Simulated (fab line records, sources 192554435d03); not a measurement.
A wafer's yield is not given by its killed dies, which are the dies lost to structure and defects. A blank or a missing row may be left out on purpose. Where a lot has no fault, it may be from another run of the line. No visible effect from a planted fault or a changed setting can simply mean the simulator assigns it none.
fab line records	flow n5_finfet
[record] lots = 12	wafers = 33	last_day = 18
route steps=1938 shown GATE_CUT@510 BEOL_M15@1828 MIM_TOP_ETCH@1852 TV_OPEN@1890 PASSIVATION@1936
lots with no fault: from the same line, run without faults
start_h: hours from the record's first day to the start of the lot's first wafer shown	wait_h: hours elapsed since this lot's preceding step	" same as the row above	L1.1+2: a single row standing in for several wafers	- no value, or no start given	* or withheld: withheld	< > ~ a bound
route shown NAME@n: names a module that has steps shown in the file, with the first one's number in the route	usual: mean/standard deviation of fault-free wafers	same: alike in all rows	chamber/n: place in a boat	sites: the reading at each site	_std_site: standard deviation across them	_edge_site: inner sites' mean taken away from outer sites' mean	radius_mm: for every site, how far away it sits from the centre of the wafer	mask NAME#n: copy n	behind: the most recent tool/chamber to have shaped the wafer	hold: cause of the lot's hold/its duration in hours/its outcome	device: whichever transistor did not switch (one of n, p or np)	end of line: the route-end tests of the same wafers	a step given without rows: its recipe and nothing more	killed: dies lost to structure and defects at the first sort, not the wafer's yield	map: a wafer's dies, marking killed ones x, the rest . and places with no die _
set.NAME: the setting the step ran with; set.NAME@STEP: the setting that earlier step ran with	model.NAME: the simulator's own value behind a step, which no gauge read
route steps across a sampled set of lots; one table per step, one row per wafer
services: the hour from which a tool's chamber was out of use, counted from the record's first day as start_h (under 0 if before that day), plus the number of hours and why
[[steps]]
[step N5_GATE_CUT_ALD_22]
[recipe] material = SiNx	target_thk_a = 160	temp_c = 400	ald_precursor_family = SiH2I2	ald_co_reactant = N2/H2-plasma	pulse_time_s = 1	ald_cycles = 320	purge_time_s = 2	co_reactant_purge_time_s = 2	pressure_torr = 2
[usual] heater_power_w = 830/74	precursor_pulse_height_rel = 0.998/0.02	susceptor_temp_C = 400.00/0.2
lot.wafer	tool	chamber	start_h	wait_h	heater_power_w	precursor_pulse_height_rel	susceptor_temp_C
L498.2	ald_sin-04	3	89.42	0.0	860	0.977	399.84
L498.3	"	2	"	"	876	0.991	400.03
L498.5	"	3	"	"	891	1.024	400.21
L501.2	ald_sin-04	3	107.12	0.0	876	1.011	400.05
L501.3	"	0	"	"	804	0.992	399.90
L501.6	"	0	"	"	833	1.011	400.27
L504.5	ald_sin-01	2	132.64	0.9	724	0.995	400.30
L504.6	"	3	"	"	971	0.994	400.06
L505.1	ald_sin-03	0	135.15	0.0	847	0.994	400.62
L505.6	"	2	"	"	905	0.975	400.00
L506.4	ald_sin-01	3	138.54	0.0	965	0.994	399.90
L506.5	"	1	"	"	824	0.963	399.68
L506.6	"	2	"	"	719	0.957	399.81
L507.2	ald_sin-03	3	152.19	1.1	734	1.001	400.06
L507.4	"	1	"	"	870	0.983	400.05
L507.6	"	2	"	"	884	0.983	399.68
L508.1	ald_sin-03	2	154.14	0.0	908	0.966	399.87
L508.5	"	2	"	"	876	1.021	399.88
L509.1	ald_sin-04	0	160.26	0.0	802	1.003	399.88
L509.4	"	3	"	"	883	0.995	399.80
L509.6	"	1	"	"	767	1.018	399.89
L510.1	ald_sin-03	2	166.31	0.0	898	1.009	399.65
L510.2	"	1	"	"	846	0.993	399.81
L510.3	"	0	"	"	821	0.967	400.06
L512.4	ald_sin-01	3	174.20	0.0	973	0.970	400.33
L512.5	"	2	"	"	736	1.025	400.08
L512.6	"	3	"	"	1000	0.983	400.18
L520.2	ald_sin-03	0	225.19	0.4	842	1.042	399.80
L520.3	"	2	"	"	902	0.994	399.92
L520.5	"	2	"	"	908	0.991	399.77
L519.3	ald_sin-03	3	226.65	1.4	769	0.986	400.16
L519.4	"	2	"	"	897	1.011	399.69
L519.6	"	3	"	"	747	0.989	400.11
[step N5_BEOL_M15_RS_MEAS_54]
[recipe] thk_meas_gauge = four-point-probe	reads = Cu_of_BEOL_M15_ECD_47+Ta_of_BEOL_M15_SPUTTER_44+TaN_of_BEOL_M15_SPUTTER_43
[usual] M15_RS = 0.0215/0.00037
lot.wafer	tool	chamber	start_h	wait_h	M15_RS[ohm/sq]
L498.2	film_metro-01	-	275.63	0.1	0.0214
L498.3	"	-	"	"	0.0211
L498.5	"	-	"	"	0.0210
L501.2	film_metro-01	-	301.09	0.1	0.0212
L501.3	"	-	"	"	0.0210
L501.6	"	-	"	"	0.0211
L505.1	film_metro-01	-	313.64	0.0	0.0217
L505.6	"	-	"	"	0.0218
L504.5	film_metro-02	-	321.31	0.0	0.0217
L504.6	"	-	"	"	0.0214
L506.4	film_metro-02	-	333.54	0.1	0.0217
L506.5	"	-	"	"	0.0216
L506.6	"	-	"	"	0.0213
L509.1	film_metro-01	-	346.49	0.0	0.0215
L509.4	"	-	"	"	0.0211
L509.6	"	-	"	"	0.0216
L508.1	film_metro-02	-	346.86	0.0	0.0217
L508.5	"	-	"	"	0.0211
L507.2	film_metro-02	-	347.04	0.1	0.0215
L507.4	"	-	"	"	0.0211
L507.6	"	-	"	"	0.0212
L512.4	film_metro-02	-	350.28	0.0	0.0217
L512.5	"	-	"	"	0.0218
L512.6	"	-	"	"	0.0219
L510.1	film_metro-01	-	359.66	0.0	0.0217
L510.2	"	-	"	"	0.0212
L510.3	"	-	"	"	0.0225
L520.2	film_metro-02	-	403.42	0.1	0.0213
L520.3	"	-	"	"	0.0223
L520.5	"	-	"	"	0.0218
L519.3	film_metro-02	-	408.49	0.1	0.0215
L519.4	"	-	"	"	0.0211
L519.6	"	-	"	"	0.0215
[step N5_MIM_TOP_ETCH_STRIP_01]
[recipe] chemistry = O2	power_w = 600	temp_c = 60	pressure_mtorr = 30	rf_frequency_hz = 6e+07	bias_power_w = 0	overash_fraction = 0.5	o2_flow_sccm = 225
[usual] drypump_motor_current_A = 5.7/0.4	oes_product_au = 0.79/0.083	rf_vpp_V = 3.8/1.3	showerhead_plenum_p_Torr = 2.07/0.076	temp_c = 60.02/0.12	throttle_valve_pct = 16.71/0.27
lot.wafer	tool	chamber	start_h	wait_h	drypump_motor_current_A	oes_product_au	rf_hours_counter_h	rf_vpp_V	showerhead_plenum_p_Torr	temp_c	throttle_valve_pct
L498.2	rie_diel-03	3	280.43	0.1	6.3	0.78	131	4.7	2.19	60.19	16.77
L498.3	"	2	"	"	5.7	0.83	83	3.4	2.11	60.23	16.73
L498.5	"	1	"	"	5.8	0.92	-	4.9	2.14	60.01	16.53
L501.2	rie_diel-03	0	304.02	0.1	5.4	0.70	219	3.3	2.09	60.12	17.28
L501.3	"	3	"	"	6.3	0.78	139	4.2	2.19	60.17	16.77
L501.6	"	3	"	"	6.3	0.78	-	4.0	2.19	60.06	16.78
L505.1	rie_diel-03	2	317.60	0.1	5.7	0.82	96	3.7	2.11	59.85	16.73
L505.6	"	3	"	"	6.3	0.76	-	1.7	2.18	60.09	16.75
L504.5	rie_diel-03	1	327.20	0.0	5.8	0.89	-	3.3	2.13	59.85	16.52
L504.6	"	2	"	"	5.7	0.80	-	5.2	2.11	60.06	16.67
L506.4	rie_diel-02	1	338.02	0.1	5.2	0.82	72	5.1	2.04	59.95	16.38
L506.5	"	0	"	"	5.0	0.76	-	4.3	1.92	60.13	16.89
L506.6	"	3	"	"	5.4	0.69	-	4.8	2.08	59.96	16.87
L509.1	rie_diel-02	1	355.27	0.3	5.2	0.84	76	5.5	2.04	60.13	16.44
L509.4	"	3	"	"	5.4	0.69	214	3.8	2.08	59.82	16.93
L509.6	"	2	"	"	5.8	0.95	-	2.0	2.04	60.00	16.22
L508.1	rie_diel-04	2	355.82	0.2	5.5	0.88	48	2.5	2.16	60.00	16.76
L508.5	"	3	"	"	6.1	0.86	-	3.9	2.05	59.98	16.60
L507.2	rie_diel-04	3	356.70	0.1	6.0	0.85	60	3.7	2.04	60.08	16.57
L507.4	"	2	"	"	5.5	0.87	48	2.4	2.16	59.88	16.72
L507.6	"	3	"	"	6.1	0.87	-	3.8	2.04	59.99	16.66
L512.4	rie_diel-04	2	357.26	0.1	5.5	0.86	48	4.1	2.16	60.05	16.69
L512.5	"	3	"	"	6.0	0.85	-	5.7	2.04	59.95	16.61
L512.6	"	0	"	"	6.3	0.73	-	5.6	1.92	60.07	16.87
L510.1	rie_diel-02	0	364.02	0.1	5.0	0.74	203	3.3	1.91	60.21	16.91
L510.2	"	1	"	"	5.2	0.81	80	2.5	2.04	59.92	16.44
L510.3	"	3	"	"	5.5	0.67	217	2.9	2.08	60.27	16.90
L520.2	rie_diel-04	0	407.31	0.1	6.3	0.72	182	2.3	1.92	60.19	16.82
L520.3	"	2	"	"	5.5	0.87	63	2.9	2.15	60.19	16.73
L520.5	"	2	"	"	5.5	0.85	-	3.7	2.15	59.97	16.73
L519.3	rie_diel-02	2	411.89	0.1	5.8	0.91	39	4.3	2.03	60.06	16.27
L519.4	"	3	"	"	5.5	0.66	230	5.9	2.08	60.02	16.89
L519.6	"	0	"	"	5.0	0.74	-	3.2	1.91	60.12	16.96
[step N5_PASSIVATION_ETCH_15]
[recipe] chemistry = CF4/N2	target = SiCN	target_depth_a = 750	taper_deg = 2	time_s = 81.2	ion_energy_ev = 150	mask_material = SiNx	pressure_mtorr = 40	source_w = 430	bias_w = 70	Ar_flow_sccm = 100	cf4_flow_sccm = 60	n2_flow_sccm = 60
[usual] drypump_motor_current_A = 5.7/0.41	oes_product_au = 0.79/0.078	rf_vpp_V = 381.4/2.1	showerhead_plenum_p_Torr = 2.17/0.075	throttle_valve_pct = 15.47/0.23
lot.wafer	tool	chamber	start_h	wait_h	drypump_motor_current_A	oes_product_au	rf_hours_counter_h	rf_vpp_V	showerhead_plenum_p_Torr	throttle_valve_pct
L498.2	rie_diel-03	1	-	-	5.8	0.90	29	383.2	2.25	15.29
L498.3	"	2	"	"	5.7	0.82	84	382.9	2.22	15.45
L498.5	"	2	"	"	5.7	0.81	-	382.3	2.22	15.43
L501.2	rie_diel-02	0	-	-	5.0	0.75	187	377.8	2.03	15.67
L501.3	"	3	"	"	5.5	0.71	201	382.5	2.19	15.57
L501.6	"	3	"	"	5.5	0.70	-	383.6	2.19	15.56
L505.1	rie_diel-04	0	-	-	6.4	0.74	156	377.6	2.05	15.64
L505.6	"	0	"	"	6.4	0.74	-	379.3	2.05	15.63
L504.5	rie_diel-02	3	-	-	5.4	0.70	-	382.2	2.18	15.55
L504.6	"	2	"	"	5.8	0.95	-	382.7	2.17	15.08
L506.4	rie_diel-03	2	-	-	5.7	0.79	103	383.0	2.22	15.50
L506.5	"	0	"	"	5.4	0.70	-	382.5	2.19	15.95
L506.6	"	1	"	"	5.8	0.88	-	383.2	2.25	15.31
L509.1	rie_diel-04	0	-	-	6.4	0.74	168	378.2	2.04	15.65
L509.4	"	2	"	"	5.5	0.87	49	383.0	2.25	15.35
L509.6	"	1	"	"	6.2	0.77	-	379.6	2.21	15.48
L508.1	rie_diel-03	0	-	-	5.4	0.69	237	382.0	2.18	15.98
L508.5	"	0	"	"	5.4	0.69	-	382.0	2.18	15.98
L507.2	rie_diel-03	0	-	-	5.4	0.69	238	382.2	2.18	15.96
L507.4	"	3	"	"	6.3	0.76	155	383.8	2.30	15.63
L507.6	"	0	"	"	5.4	0.69	-	381.6	2.18	15.97
L512.4	rie_diel-03	0	-	-	5.4	0.69	239	381.2	2.18	15.97
L512.5	"	3	"	"	6.3	0.76	-	384.5	2.30	15.63
L512.6	"	0	"	"	5.4	0.67	-	381.1	2.18	15.97
L510.1	rie_diel-03	1	-	-	5.8	0.86	57	382.7	2.24	15.34
L510.2	"	2	"	"	5.7	0.78	113	383.2	2.21	15.50
L510.3	"	3	"	"	6.3	0.76	159	385.4	2.30	15.63
L520.2	rie_diel-02	1	-	-	5.2	0.79	95	380.7	2.14	15.17
L520.3	"	3	"	"	5.5	0.68	230	381.8	2.18	15.61
L520.5	"	0	"	"	5.0	0.73	-	377.6	2.02	15.75
L519.3	rie_diel-02	2	-	-	5.8	0.90	41	381.6	2.16	15.13
L519.4	"	1	"	"	5.2	0.80	97	380.7	2.13	15.18
L519.6	"	3	"	"	5.4	0.67	-	382.2	2.18	15.63
[step N5_PASSIVATION_PROBE_49]
[usual] killed_at_M0_to_M3 = 31/11	killed_at_M4_up = 14/5.1	killed_at_contacts = 12/5.6	killed_at_front_end = 42/12	killed_at_other = 3.8/2.9	killed_dies = 103/18	killed_open = 67/14	killed_short = 33/8
[same] gross_dies = 1180	killed_at_back_side = 0
lot.wafer	tool	chamber	start_h	wait_h	killed_at_M0_to_M3	killed_at_M4_up	killed_at_contacts	killed_at_front_end	killed_at_other	killed_dies	killed_open	killed_short
L520.2	prober-01	-	416.41	0.1	34	10	7	129	5	185	66	28
L520.3	prober-01	-	416.46	0.1	27	19	12	156	2	216	69	37
L520.5	prober-01	-	416.56	0.2	19	11	7	149	2	188	55	30
L519.3	prober-01	-	422.60	0.1	31	12	18	115	6	182	63	22
L519.4	prober-01	-	422.65	0.2	28	13	12	147	2	202	71	20
L519.6	prober-01	-	422.75	0.3	38	11	9	114	3	175	57	21
// killed by level:class
L520.2 GATE_CUT:unspecified=86 BEOL_M1:geometric_particle:open=10 FIN_SAQP:geometric_particle:open=7 STI_FIN_REVEAL:geometric_particle:open=7 FIN_SAQP:geometric_particle:short=6 MOL_CONTACT_COAG:geometric_particle:open=6 HKMG_FIN:area_etch=5 DUMMY_GATE:geometric_particle:open=4
L520.3 GATE_CUT:unspecified=110 STI_FIN_REVEAL:geometric_particle:open=9 BEOL_M4:geometric_particle:open=9 FIN_SAQP:geometric_particle:open=7 MOL_CONTACT_COAG:geometric_particle:open=7 BEOL_M3:geometric_particle:open=7 FIN_SAQP:geometric_particle:short=6 BEOL_M1:geometric_particle:open=5
L520.5 GATE_CUT:unspecified=103 FIN_SAQP:geometric_particle:open=15 FIN_SAQP:geometric_particle:short=9 MOL_CONTACT_COAG:geometric_particle:open=7 STI_FIN_REVEAL:geometric_particle:open=5 BEOL_M2:geometric_particle:open=5 STI_FIN_REVEAL:geometric_particle:short=3 GATE_CUT:geometric_particle:short=3
L519.3 GATE_CUT:unspecified=91 MOL_CONTACT_COAG:geometric_particle:open=13 BEOL_M1:geometric_particle:open=6 BEOL_M3:geometric_particle:open=6 STI_FIN_REVEAL:geometric_particle:open=5 MOL_CONTACT_COAG:geometric_particle:short=5 BEOL_M2:geometric_particle:open=5 HKMG_FIN:area_etch=5
L519.4 GATE_CUT:unspecified=109 FIN_SAQP:geometric_particle:open=14 MOL_CONTACT_COAG:geometric_particle:open=10 STI_FIN_REVEAL:geometric_particle:open=7 BEOL_M2:geometric_particle:open=6 BEOL_M0:geometric_particle:open=6 FIN_SAQP:geometric_particle:short=5 BEOL_M1:geometric_particle:open=5
L519.6 GATE_CUT:unspecified=96 MOL_CONTACT_COAG:geometric_particle:open=8 BEOL_M1:geometric_particle:open=8 BEOL_M0_SAQP:geometric_particle:short=7 BEOL_M3:geometric_particle:open=7 BEOL_M0_SAQP:geometric_particle:open=6 FIN_SAQP:geometric_particle:open=4 BEOL_M3:geometric_particle:short=4
[[services]]
tool	chamber	start_h	hours	kind
rie_diel-04	-	69.57	28.1	pm
ald_sin-04	3	78.90	5.6	repair
ald_sin-04	2	82.36	6.0	repair
rie_diel-02	-	102.59	2.8	pm
rie_diel-03	1	144.94	3.3	repair
ald_sin-03	1	155.05	4.3	repair
ald_sin-04	3	161.32	9.1	repair
rie_diel-02	-	197.02	0.7	repair
rie_diel-02	1	204.40	10.7	repair
ald_sin-03	3	212.51	5.3	repair
ald_sin-03	1	221.01	18.6	repair
ald_sin-04	1	221.87	4.1	repair
rie_diel-03	0	239.43	7.2	repair
ald_sin-03	-	247.27	2.8	pm
ald_sin-04	2	255.77	4.5	repair
ald_sin-03	0	257.92	3.9	repair
rie_diel-02	0	259.82	6.2	repair
ald_sin-04	-	268.25	14.0	pm
rie_diel-04	2	277.56	5.6	repair
ald_sin-03	-	310.52	14.6	pm
rie_diel-03	3	325.77	3.3	repair
ald_sin-03	2	334.18	16.5	repair
ald_sin-03	-	339.18	6.1	pm
ald_sin-03	-	373.75	14.0	pm
[[key]]
[first_sign] step = N5_PASSIVATION_PROBE_49	reading = killed_at_front_end	direction = up	sigmas = 7.5	usual = 42	struck = 135
[effect] step = N5_PASSIVATION_PROBE_49	reading = killed_dies	direction = up	sigmas = 4.8	usual = 103	struck = 191
[more_kills_born_at] N5_GATE_CUT_ALD_22@ald_sin-03 = 595
met_at N5_GATE_CUT_ALD_22
struck_lots L519,L520
tester_left_out L519,L520
not_acting_at N5_BEOL_M15_RS_MEAS_54,N5_MIM_TOP_ETCH_STRIP_01,N5_PASSIVATION_ETCH_15
onset_between 166.31 225.19
also_fits time
[fault] kind = chamber_particle_source	tool = ald_sin-03	chamber = -	onset_h = 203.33	steps = N5_GATE_CUT_ALD_22	rate_per_visit_cm2 = 0.53818	end_h = 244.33
// tester_left_out: of these lots the tester's yield and bins aren't shown, on N5 and GAA mostly nor the transistor test; their killed dies are dies lost to structure and defects alone, not to doping, threshold or leakage, so they don't give the yield
